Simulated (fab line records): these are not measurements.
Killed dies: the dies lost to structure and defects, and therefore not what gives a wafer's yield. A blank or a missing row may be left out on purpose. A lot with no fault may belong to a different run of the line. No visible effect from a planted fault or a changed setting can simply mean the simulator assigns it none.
A struck lot beside a sound one || flow nand-harc || 14 steps out of a route of 1302
Sound: these wafers, L362.1, L362.3, L362.5. Struck: wafer L367.6. (L367.3, L367.4 of the same lot were not struck and are left out.) The cause comes at the end.
Order at every step that has rows: each side's tool, ch and its chambers, its first start. Under that, the readings that differ: sound wafers || struck wafers || difference of the means || sigmas: that difference in standard deviations of wafers without a fault.
alike: readings whose means differ by less than 2 such deviations, and words and numbers that are the same on both sides. not compared: withheld readings, readings that some wafer has no value for, bounds like >300 that may hide the same value, and numbers for which the record gives no deviation and whose values overlap.
A row with sigmas, a row that says differs or no value, or rows on one side alone: a step with any of these is where the two part. Numbers that have no deviation but don't overlap get no sigmas and don't part them. A reading missing from all wafers of one side parts the sides only when that side holds two or more wafers.

first, 7 steps without rows for these wafers: NHARC_A_BONDPAD_COAT_33 (time 65 s); NHARC_A_BONDPAD_COAT_03 (resist thk 600 nm); NHARC_A_BONDPAD_SOFTBAKE_04 (time 70 s); NHARC_A_BONDPAD_EBR_05; NHARC_A_BONDPAD_EXPOSE_06 (exposes mask A BPAD); NHARC_A_BONDPAD_PEB_07 (peb time 80 s); NHARC_A_BONDPAD_DEVELOP_08 (time 50 s).
NHARC_A_BONDPAD_CD_MEAS_09: target cd 500 nm.
  sound on cd-sem-03 ch 0, day 24 17:09; struck on cd-sem-02 ch 0, day 25 13:16
  alike: cd-nm
NHARC_A_BONDPAD_OVL_MEAS_35:
  struck on overlay-01, day 25 13:21; sound on overlay-02, day 24 17:14
{"reading": "overlay-x-nm (nm)", "sound": "10 10 10", "struck": -7, "difference": -17, "sigmas": -2}
  alike: overlay-y-nm
then, 1 step without rows for these wafers: NHARC_A_BONDPAD_HARDBAKE_10 (time 65 s).
NHARC_A_BONDPAD_DESCUM_11: chemistry O2, time 3 s.
  sound on rie-diel-13 ch 0,3, day 24 17:22; struck on rie-diel-13 ch 3, day 25 13:29
  alike: drypump-motor-current-A, mfc-ar-sccm, oes-product-au, rf-vpp-V, showerhead-plenum-p-Torr, throttle-valve-pct
  not compared: rf-hours-counter-h
NHARC_A_BONDPAD_ETCH_34: etches the open film in N2/H2, target depth 60 nm, overetch 18 nm, time 65.91 s.
  sound on rie-diel-13 ch 1,2,3, day 24 17:27; struck on rie-diel-13 ch 3, day 25 13:34
  alike: drypump-motor-current-A, mfc-ar-sccm, oes-product-au, rf-vpp-V, run-length-s, showerhead-plenum-p-Torr, throttle-valve-pct
  not compared: rf-hours-counter-h
NHARC_A_BONDPAD_ETCH_12: etches the open film in CHF3/O2, target depth 220 nm, time 110 s.
  sound on rie-diel-13 ch 0,2,3, day 24 17:34; struck on rie-diel-13 ch 0, day 25 13:39
{"reading": "chf3-flow-sccm (sccm)", "sound": "49.75 49.86 50.04", "struck": 50.31, "difference": "+0.43", "sigmas": "+3"}
{"reading": "oes-product-au (a.u.)", "sound": "0.946 0.932 0.985", "struck": 0.900, "difference": -0.054, "sigmas": -2}
{"reading": "run-length-s (s)", "sound": "131.3 131.7 130.5", "struck": 117.9, "difference": -13.3, "sigmas": -31}
  alike: drypump-motor-current-A, mfc-ar-sccm, rf-vpp-V, showerhead-plenum-p-Torr, throttle-valve-pct
  not compared: rf-hours-counter-h
NHARC_A_BONDPAD_CD_MEAS_13:
  struck on cd-sem-02, day 25 13:48; sound on cd-sem-01, day 24 17:41
  alike: cd-nm

WHERE THEY PART
First at NHARC_A_BONDPAD_OVL_MEAS_35; last, within this record, at NHARC_A_BONDPAD_ETCH_12. Later steps at which nothing parts them and some readings are alike: NHARC_A_BONDPAD_CD_MEAS_13.

WHY: what the simulator had put in
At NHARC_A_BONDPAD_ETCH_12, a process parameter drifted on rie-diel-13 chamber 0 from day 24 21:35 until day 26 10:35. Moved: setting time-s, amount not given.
